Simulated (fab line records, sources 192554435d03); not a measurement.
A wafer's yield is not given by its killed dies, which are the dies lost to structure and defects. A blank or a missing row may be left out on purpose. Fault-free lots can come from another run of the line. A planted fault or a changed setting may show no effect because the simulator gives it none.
Lot-split experiment	flow n5 finfet	7 lots, 39 wafers read, on a route of 1938 steps

== THE SPLIT ITSELF ==
At N5_BEOL_M0_SAQP_SPACER2_ALD_26 (deposits SiO2, target thk 15 nm, pulse time 1 s, purge time 2 s), the setting target thk a was moved away from the recipe's 150 angstrom on 12 of the 39 wafers read, by -51.3% to +33.1%. This setting was run at the recipe's value on the other wafers.

== FROM THE SPLIT TO THE READING: what the file shows between them, 2 steps ==
- N5_BEOL_M0_SAQP_SPACER2_ETCHBACK_27: etches SiO2 in CHF3/O2, target depth 22.5 nm, time 11.25 s
- N5_BEOL_M0_SAQP_MANDREL2_REMOVE_110: chemistry HBr/Cl2/O2, target a-Si, stops on SiCN, bt time 10 s

== THE READING ==
cd nm (nm) at N5_BEOL_M0_SAQP_CD_MEAS_29, where the cd target is 14.4 nm. A value of 14.97 nm with a standard deviation of 0.25 nm is what fault-free wafers of this fab line usually give.

wafer	tool, chamber at the split	target thk a as run, angstrom	against the recipe	cd nm, nm	against lot-mates on the recipe
L076.2	ald sin-02, 1,0,1	150	recipe	14.72	-
L076.5	ald sin-02, 1,0,1	150	recipe	14.79	-
L076.6	ald sin-02, 1,0,1	150	recipe	15.01	-
L080.1	ald sin-01, 3,1,3	150	recipe	15.09	-
L080.2	ald sin-01, 2,0	199.6	+33.1%	19.61	+4.63
L080.3	ald sin-01, 3,1,3	150	recipe	14.89	-
L080.4	ald sin-01, 0	199.6	+33.1%	19.83	+4.85
L080.5	ald sin-01, 2,0	199.6	+33.1%	19.75	+4.77
L080.6	ald sin-01, 3,1,3	150	recipe	14.97	-
L083.1	ald sin-03, 3	199.1	+32.7%	19.84	+4.82
L083.2	ald sin-03, 1,0,1	150	recipe	14.98	-
L083.3	ald sin-03, 1,0,1	150	recipe	15.22	-
L083.4	ald sin-03, 0,3	199.1	+32.7%	19.98	+4.96
L083.5	ald sin-03, 1,0,1	150	recipe	14.86	-
L083.6	ald sin-03, 0,3	199.1	+32.7%	19.30	+4.28
L084.1	ald sin-02, 2,1,3,0,0	150	recipe	14.84	-
L084.2	ald sin-02, 2,1,3,0,0	150	recipe	14.95	-
L084.3	ald sin-02, 2,1,3,0,0	150	recipe	14.85	-
L084.4	ald sin-02, 2,1,3,0,0	150	recipe	15.38	-
L084.5	ald sin-02, 2,1,3,0,0	150	recipe	14.90	-
L084.6	ald sin-02, 1	150	recipe	14.67	-
L085.1	ald sin-03, 0,3,3	150	recipe	14.87	-
L085.2	ald sin-03, 2	86.99	-42.0%	8.99	-5.97
L085.3	ald sin-03, 0,3,3	150	recipe	14.92	-
L085.4	ald sin-03, 1,0	86.99	-42.0%	8.83	-6.13
L085.5	ald sin-03, 0,3,3	150	recipe	15.09	-
L085.6	ald sin-03, 1,0	86.99	-42.0%	8.43	-6.53
L088.1	ald sin-02, 2,0,3	73.1	-51.3%	7.14	-7.90
L088.2	ald sin-02, 3,2	150	recipe	15.33	-
L088.3	ald sin-02, 2,0,3	73.1	-51.3%	7.76	-7.28
L088.4	ald sin-02, 1	150	recipe	14.75	-
L088.5	ald sin-02, 2,0,3	73.1	-51.3%	7.79	-7.25
L088.6	ald sin-02, 3,2	150	recipe	15.05	-
L089.1	ald sin-03, 2,3,0,1,3	150	recipe	15.78	-
L089.2	ald sin-03, 2,3,0,1,3	150	recipe	14.94	-
L089.3	ald sin-03, 2,3,0,1,3	150	recipe	14.52	-
L089.4	ald sin-03, 2,3,0,1,3	150	recipe	14.87	-
L089.5	ald sin-03, 0	150	recipe	14.77	-
L089.6	ald sin-03, 2,3,0,1,3	150	recipe	15.53	-
Rows listing several chambers each stand for several wafers; the file does not say which wafer went through which chamber.

THE FIT
A straight line over all 39 wafers: cd nm changes by +0.145 nm for each +1% of target thk a; r = +1.00; the points scatter about the line by 0.27 nm.
The same after taking each lot's own level away (the mean of its wafers on the recipe; 39 wafers): +0.146 nm for each +1%; r = +1.00; scatter 0.26 nm.
According to that fit, moving target thk a by its largest amount changes the reading by 7.5 nm.
From 14.840 to 15.068 nm: that is the span of the lots' own levels, equal to 0.9 times the standard deviation above.
The two slopes agree, so the slope changes little with the lot-to-lot level.
Check: with one of the wafers moved furthest among these (-51.3%) left out of the fit, the line predicts -7.4 nm for it against its lot-mates. Against them it came out at -7.9 nm.

== THE WHOLE CHAIN: every reading that the file lists as answering this split, in the file's order ==
step	what it does	reading	change (the file's fit)	r (the file's)
N5_BEOL_M0_SAQP_SPACER2_ALD_26	deposits SiO2, target thk 15 nm, pulse time 1 s, purge time 2 s	SiO2_of_BEOL_M0_SAQP_SPACER2_ALD_26.thk nm (the simulator's own value, which no gauge read)	+0.149 nm for each +1% of the setting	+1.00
N5_BEOL_M0_SAQP_MANDREL2_REMOVE_110	chemistry HBr/Cl2/O2, target a-Si, stops on SiCN, bt time 10 s	BEOL_M0_SAQP.cd nm (the simulator's own value, which no gauge read)	+0.148 nm for each +1% of the setting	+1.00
N5_BEOL_M0_SAQP_CD_MEAS_29	target cd 14.4 nm	cd nm	+0.146 nm for each +1% of the setting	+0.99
N5_BEOL_M0_CUTY_ETCH_63	etches SOC in N2/H2, target depth 82.7 nm, overetch 16.5 nm, time 124 s	SiO2_of_BEOL_M0_SAQP_SPACER2_ALD_26.thk nm (the simulator's own value, which no gauge read)	+0.127 nm for each +1% of the setting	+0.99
N5_BEOL_M0_ETCH_138	etches SiCN in CH3F/O2, target depth 12 nm, time 31.6 s	SiO2_of_BEOL_M0_SAQP_SPACER2_ALD_26.thk nm (the simulator's own value, which no gauge read)	+0.112 nm for each +1% of the setting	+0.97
N5_BEOL_M0_HM_OPEN_105	chemistry Cl2/BCl3, target TiN, target depth 12 nm	SiO2_of_BEOL_M0_SAQP_SPACER2_ALD_26.thk nm (the simulator's own value, which no gauge read)	+0.084 nm for each +1% of the setting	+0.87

== FILE'S OWN FIT ==
cd nm changes by +0.146 nm for each +1% of target thk a, r = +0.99.
